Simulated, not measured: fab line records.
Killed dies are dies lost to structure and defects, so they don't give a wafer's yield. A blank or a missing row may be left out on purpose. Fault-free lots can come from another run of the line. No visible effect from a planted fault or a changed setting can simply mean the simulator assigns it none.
The same fault as seen by 2 desks -- flow nand_harc -- each desk holds nothing but its own numbers, with what lay behind them at the end

== METROLOGY DESK ==
What the gauges read, lot by lot, whatever tool the lot ran on: means of the sampled wafers that have a number. A lot is out of limits, marked OUT, if its mean lies more than 4 standard deviations from the usual mean; the brackets give that distance.
Columns: A = overlay_x_nm at NHARC_A_SLIT_OVL_MEAS_10, usual 0.1 nm; B = overlay_y_nm at NHARC_A_SLIT_OVL_MEAS_10, usual 0.0 nm
lot,first seen here,A,B
L847,day 20 05:16,1.4,-0.4
L846,day 20 05:28,-0.1,-1.5
L848,day 20 10:52,-0.4,0.2
L850,day 21 00:26,-1.2,-0.4
L853,day 22 20:57,-0.6,0.5
L856,day 23 18:04,0.8,-0.6
L858,day 24 15:35,0.2,-1.5
L857,day 24 16:22,-0.5,1.4
L864,day 26 17:53,0.4,0.9
L863,day 26 19:20,1.3,-0.4
L865,day 27 20:20,0.5,-1.1
L866,day 27 20:31,-0.2,-0.3
L868,day 29 07:58,0.0,1.2
Finding of this desk: none of the 13 lots has anything out of limits.

== FOR THE TOOL OWNER'S DESK: ald_hk-01 ==
The tool's own readings at NHARC_A_WL_FILL_ALD_00 (deposits Al2O3, target thk 3 nm, pulse time 3 s, ald cycles 30): means of the sampled wafers that have a number, for each lot that ran on this tool. A lot is out of limits, marked OUT, if its mean lies more than 4 standard deviations from the usual mean; the brackets give that distance.
Columns: A = heater_power_outer_w at NHARC_A_WL_FILL_ALD_00, usual 265 W; B = heater_power_w at NHARC_A_WL_FILL_ALD_00, usual 463 W; C = precursor_pulse_height_rel at NHARC_A_WL_FILL_ALD_00, usual 0.997
lot,first seen here,A,B,C
L850,day 21 14:11,281,476,0.990
L853,day 23 10:10,264,462,0.999
L858,day 25 04:56,227,417,0.991
L857,day 25 05:07,273,481,1.003
L868,day 29 21:06,258,450,0.991
Finding of this desk: none of the 5 lots has anything out of limits.

== TAKEN TOGETHER ==
The metrology desk saw nothing out of limits.
The desk of the tool owner found nothing out of limits.

== WHAT THE SIMULATOR PUT IN ==
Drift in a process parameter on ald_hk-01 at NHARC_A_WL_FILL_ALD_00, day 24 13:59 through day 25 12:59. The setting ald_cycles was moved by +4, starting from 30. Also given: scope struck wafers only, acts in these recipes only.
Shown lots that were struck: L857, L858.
